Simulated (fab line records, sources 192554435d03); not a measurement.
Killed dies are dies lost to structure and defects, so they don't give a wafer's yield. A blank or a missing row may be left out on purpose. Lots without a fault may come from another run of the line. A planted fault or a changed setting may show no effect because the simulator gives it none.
Split-lot experiment | flow n5_finfet | 7 lots, 21 wafers read, on a route of 1938 steps

THE SPLIT
At N5_BEOL_M12_SPUTTER_44 (material Ta, target thk 10 nm, time 16.13 s), the setting time_s was moved away from the recipe's 16.13 s on 6 of the 21 wafers read, by -14.5% to +11.3%. The other wafers ran this setting at the recipe's value.

The reading is taken at the split's own step.

THE READING
Ta_of_BEOL_M12_SPUTTER_44.thk_nm (the simulator's own value, which no gauge read), in nm, at N5_BEOL_M12_SPUTTER_44 (material Ta, target thk 10 nm, time 16.13 s). The file gives no usual value for it. The 15 wafers here that ran the recipe average 10.0 nm, standard deviation 0.19 nm.

wafer  | tool, chamber at the split | time_s as run, s | against the recipe | Ta_of_BEOL_M12_SPUTTER_44.thk_nm, nm | against lot-mates on the recipe
L074.1 | pvd_sputter-01, -          | 16.13            | recipe             | 10.2                                 | -
L074.3 | pvd_sputter-01, -          | 16.13            | recipe             | 10.2                                 | -
L074.5 | pvd_sputter-01, -          | 16.13            | recipe             | 10.2                                 | -
L076.2 | pvd_sputter-02, -          | 13.79            | -14.5%             | 8.4                                  | -1.6
L076.3 | pvd_sputter-02, -          | 16.13            | recipe             | 10                                   | -
L076.5 | pvd_sputter-02, -          | 16.13            | recipe             | 10                                   | -
L082.4 | pvd_sputter-03, -          | 16.13            | recipe             | 9.8                                  | -
L082.5 | pvd_sputter-03, -          | 16.13            | recipe             | 10                                   | -
L082.6 | pvd_sputter-03, -          | 16.13            | recipe             | 9.6                                  | -
L083.1 | pvd_sputter-03, -          | 16.13            | recipe             | 9.8                                  | -
L083.3 | pvd_sputter-03, -          | 14.2             | -12.0%             | 8.8                                  | -1.0
L083.5 | pvd_sputter-03, -          | 14.2             | -12.0%             | 8.8                                  | -1.0
L084.2 | pvd_sputter-01, -          | 17.95            | +11.3%             | 11.2                                 | +1.0
L084.3 | pvd_sputter-01, -          | 16.13            | recipe             | 10.2                                 | -
L084.4 | pvd_sputter-01, -          | 16.13            | recipe             | 10.2                                 | -
L088.1 | pvd_sputter-01, -          | 15.29            | -5.2%              | 9.6                                  | -0.4
L088.2 | pvd_sputter-01, -          | 16.13            | recipe             | 10                                   | -
L088.3 | pvd_sputter-01, -          | 15.29            | -5.2%              | 9.4                                  | -0.6
L090.1 | pvd_sputter-02, -          | 16.13            | recipe             | 9.8                                  | -
L090.2 | pvd_sputter-02, -          | 16.13            | recipe             | 9.8                                  | -
L090.4 | pvd_sputter-02, -          | 16.13            | recipe             | 9.8                                  | -

THE FIT
A straight line over all 21 wafers: Ta_of_BEOL_M12_SPUTTER_44.thk_nm changes by +0.103 nm for each +1% of time_s; r = +0.96; the points scatter about the line by 0.18 nm.
The same after taking each lot's own level away (the mean of its wafers on the recipe; 21 wafers): +0.0936 nm for each +1%; r = +0.98; scatter 0.1 nm.
On that fit, the largest move of time_s shifts the reading by 1.4 nm.
The lots' own levels span 9.80 to 10.20 nm, that is 2.1 times the standard deviation above.
So the lot-to-lot level changes the slope: the two fits differ.
Check: with one of the wafers moved furthest among these (-14.5%) left out of the fit, the line predicts -1.25 nm for it against its lot-mates. It came out at -1.6 nm against them.

OTHER SPLITS ON THESE WAFERS
These wafers also went through other splits before the reading. Each is held against what the fit with the lots' levels taken away leaves over:
other split on the same wafers    | wafers away from the commonest value | r with Ta_of_BEOL_M12_SPUTTER_44.thk_nm (lot level and that fit taken away)
N5_BEOL_M9_TRENCH_ETCH_37 time_s  | 9                                    | +0.16
N5_BEOL_M11_CURE_72 time_s        | 6                                    | -0.40
N5_BEOL_M11_ALD_74 ald_cycles     | 11                                   | -0.33
N5_BEOL_M12_TRENCH_ETCH_34 time_s | 5                                    | +0.07

THE FILE'S OWN FIT
Ta_of_BEOL_M12_SPUTTER_44.thk_nm changes by +0.0966 nm for each +1% of time_s, r = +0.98.
